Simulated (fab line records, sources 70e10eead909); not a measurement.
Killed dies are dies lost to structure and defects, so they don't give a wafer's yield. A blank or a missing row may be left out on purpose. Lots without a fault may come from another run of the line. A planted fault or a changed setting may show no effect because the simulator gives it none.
Which tool did it? | flow nand_harc | 13 lots, 39 wafers sampled, at 4 steps of a route of 1302

WHAT THE GAUGES READ, wafer by wafer
The record holds no reading of a measuring or inspecting step that can be judged against a usual standard deviation.

WHICH TOOL RAN EACH LOT (tool, then ch and the chambers of the sampled wafers, then the start)
lot  | NHARC_A_CONTACT_ETCH_116             | NHARC_A_CONTACT_ETCH_120             | NHARC_A_CONTACT_ETCH_102           | NHARC_A_CONTACT_SOFTBAKE_64
L540 | har_cap_etch-03 ch 0,1, day 22 05:16 | har_cap_etch-03 ch 0,1, day 22 05:57 | rie_diel-06 ch 1,2,3, day 22 07:59 | litho_track-01 ch 0, day 22 12:00
L542 | har_cap_etch-03 ch 0,1, day 22 10:56 | har_cap_etch-03 ch 0,1, day 22 11:37 | rie_diel-06 ch 0,1,2, day 22 13:38 | litho_track-01 ch 0, day 22 18:00
L543 | har_cap_etch-03 ch 0,1, day 23 02:37 | har_cap_etch-03 ch 0,1, day 23 03:31 | rie_diel-06 ch 1,3, day 23 06:00   | litho_track-01 ch 0, day 23 10:00
L545 | har_cap_etch-03 ch 0,1, day 23 23:00 | har_cap_etch-03 ch 0,1, day 23 23:41 | rie_diel-06 ch 1,2,3, day 24 01:37 | litho_track-04 ch 0, day 24 10:00
L546 | har_cap_etch-01 ch 0,1, day 24 21:50 | har_cap_etch-01 ch 0,1, day 24 23:02 | rie_diel-11 ch 0,3, day 25 01:19   | litho_track-04 ch 0, day 25 06:00
L548 | har_cap_etch-03 ch 0,1, day 25 08:20 | har_cap_etch-03 ch 0,1, day 25 09:01 | rie_diel-11 ch 0,1, day 25 11:00   | litho_track-04 ch 0, day 25 15:00
L549 | har_cap_etch-01 ch 0,1, day 26 04:44 | har_cap_etch-01 ch 0,1, day 26 05:25 | rie_diel-04 ch 0,2,3, day 26 07:26 | litho_track-04 ch 0, day 26 19:00
L553 | har_cap_etch-03 ch 0,1, day 28 08:16 | har_cap_etch-03 ch 0,1, day 28 09:10 | rie_diel-04 ch 0,1,2, day 28 11:33 | litho_track-01 ch 0, day 28 17:00
L559 | har_cap_etch-02 ch 0,1, day 29 04:55 | har_cap_etch-02 ch 0,1, day 29 05:35 | rie_diel-06 ch 0,2,3, day 29 07:40 | litho_track-04 ch 0, day 29 12:00
L557 | har_cap_etch-01 ch 0,1, day 29 10:36 | har_cap_etch-01 ch 0,1, day 29 11:17 | rie_diel-06 ch 0,1, day 29 13:18   | litho_track-01 ch 0, day 29 21:00
L556 | har_cap_etch-02 ch 0,1, day 29 14:34 | har_cap_etch-02 ch 0,1, day 29 15:16 | rie_diel-06 ch 0,3, day 29 17:11   | litho_track-01 ch 0, day 30 00:00
L560 | har_cap_etch-02 ch 0,1, day 30 11:09 | har_cap_etch-02 ch 0,1, day 30 12:04 | rie_diel-11 ch 0,3, day 30 14:18   | litho_track-04 ch 0, day 30 18:00
L561 | har_cap_etch-01 ch 0,1, day 31 11:01 | har_cap_etch-01 ch 0,1, day 31 11:42 | rie_diel-11 ch 0,2,3, day 31 13:38 | litho_track-04 ch 0, day 31 19:00
- NHARC_A_CONTACT_ETCH_116: etches the open film in C4F8/O2/Ar, time 190 s, target depth 1850 nm.
- NHARC_A_CONTACT_ETCH_120: etches the open film in C4F8/O2/Ar, time 190 s, target depth 1850 nm.
- NHARC_A_CONTACT_ETCH_102: etches the open film in CF4/O2, target depth 100 nm, overetch 10 nm, time 55 s.
- NHARC_A_CONTACT_SOFTBAKE_64: time 55 s.

WHAT THE TOOLS THEMSELVES READ (means of the sampled wafers that have a number; where no wafer has one, the mark that the record gives instead)
NHARC_A_CONTACT_ETCH_102. Usual: cf4_flow_sccm 79.99 sccm, standard deviation 0.22; drypump_motor_current_A 5.9 A, standard deviation 0.44; oes_product_au 1.001 a.u., standard deviation 0.0098; rf_vpp_V 197.9 V, standard deviation 1.5; showerhead_plenum_p_Torr 1.34 Torr, standard deviation 0.062; throttle_valve_pct 13.397 %, standard deviation 0.0093.
lot  | tool        | cf4_flow_sccm (sccm) | drypump_motor_current_A (A) | oes_product_au (a.u.) | rf_vpp_V (V) | showerhead_plenum_p_Torr (Torr) | throttle_valve_pct (%) | flag
L540 | rie_diel-06 | 80.05                | 6.0                         | 1.003                 | 198.2        | 1.36                            | 13.403                 |
L542 | rie_diel-06 | 79.98                | 5.8                         | 1.009                 | 197.2        | 1.33                            | 13.399                 |
L543 | rie_diel-06 | 80.05                | 5.9                         | 1.002                 | 200.3        | 1.41                            | 13.397                 |
L545 | rie_diel-06 | 79.80                | 6.0                         | 1.007                 | 198.0        | 1.36                            | 13.394                 |
L546 | rie_diel-11 | 79.76                | 6.1                         | 1.000                 | 199.2        | 1.39                            | 13.387                 |
L548 | rie_diel-11 | 80.00                | 5.5                         | 1.002                 | 198.6        | 1.35                            | 13.393                 |
L549 | rie_diel-04 | 80.03                | 6.0                         | 1.005                 | 197.3        | 1.31                            | 13.396                 |
L553 | rie_diel-04 | 79.98                | 5.9                         | 0.991                 | 196.1        | 1.25                            | 13.389                 |
L559 | rie_diel-06 | 80.11                | 5.7                         | 0.996                 | 197.6        | 1.34                            | 13.399                 |
L557 | rie_diel-06 | 80.28                | 5.5                         | 1.003                 | 198.5        | 1.33                            | 13.396                 |
L556 | rie_diel-06 | 79.71                | 5.6                         | 1.001                 | 199.1        | 1.39                            | 13.394                 |
L560 | rie_diel-11 | 80.06                | 5.7                         | 0.996                 | 198.6        | 1.37                            | 13.394                 |
L561 | rie_diel-11 | 79.95                | 5.9                         | 1.002                 | 198.4        | 1.33                            | 13.399                 |

NHARC_A_CONTACT_SOFTBAKE_64. Usual: heater_power_total_W 188.43 W, standard deviation 0.12; plate_temp_C 105.00 C, standard deviation 0.13.
lot  | tool           | heater_power_total_W (W) | plate_temp_C (C) | flag
L540 | litho_track-01 | 188.35                   | 105.05           |
L542 | litho_track-01 | 188.41                   | 105.08           |
L543 | litho_track-01 | 188.43                   | 104.99           |
L545 | litho_track-04 | 188.42                   | 104.97           |
L546 | litho_track-04 | 188.50                   | 105.00           |
L548 | litho_track-04 | 188.41                   | 104.96           |
L549 | litho_track-04 | 188.47                   | 104.94           |
L553 | litho_track-01 | 188.42                   | 105.14           |
L559 | litho_track-04 | 188.43                   | 104.80           |
L557 | litho_track-01 | 195.65                   | 107.99           | OFF
L556 | litho_track-01 | 195.55                   | 107.78           | OFF
L560 | litho_track-04 | 188.57                   | 105.08           |
L561 | litho_track-04 | 188.44                   | 104.93           |

THE ANSWER, worked out from the rows above alone
Rule: a lot is off if the mean of its wafers that have a number lies more than 3 standard deviations from the usual mean. A lot without any number at a reading at which 4 lots or more have one is off too. The other lots that the step has rows for count as sound. The gauges are gone through in route order, then the tools' own readings, and for those a lot's mean is taken as printed above. The first step at which some lot is off is used, and at that step the reading that is off furthest; a lot without a number counts as furthest.
Off: L557, L556, at NHARC_A_CONTACT_SOFTBAKE_64 (heater_power_total_W).
A tool fits if, at that step or a process step before it, it ran every lot that is off, and no sound lot after the first of them. Can't be told from this: 2 tools fit, rie_diel-06 at NHARC_A_CONTACT_ETCH_102, litho_track-01 at NHARC_A_CONTACT_SOFTBAKE_64.

WHAT THE SIMULATOR HAD PUT IN
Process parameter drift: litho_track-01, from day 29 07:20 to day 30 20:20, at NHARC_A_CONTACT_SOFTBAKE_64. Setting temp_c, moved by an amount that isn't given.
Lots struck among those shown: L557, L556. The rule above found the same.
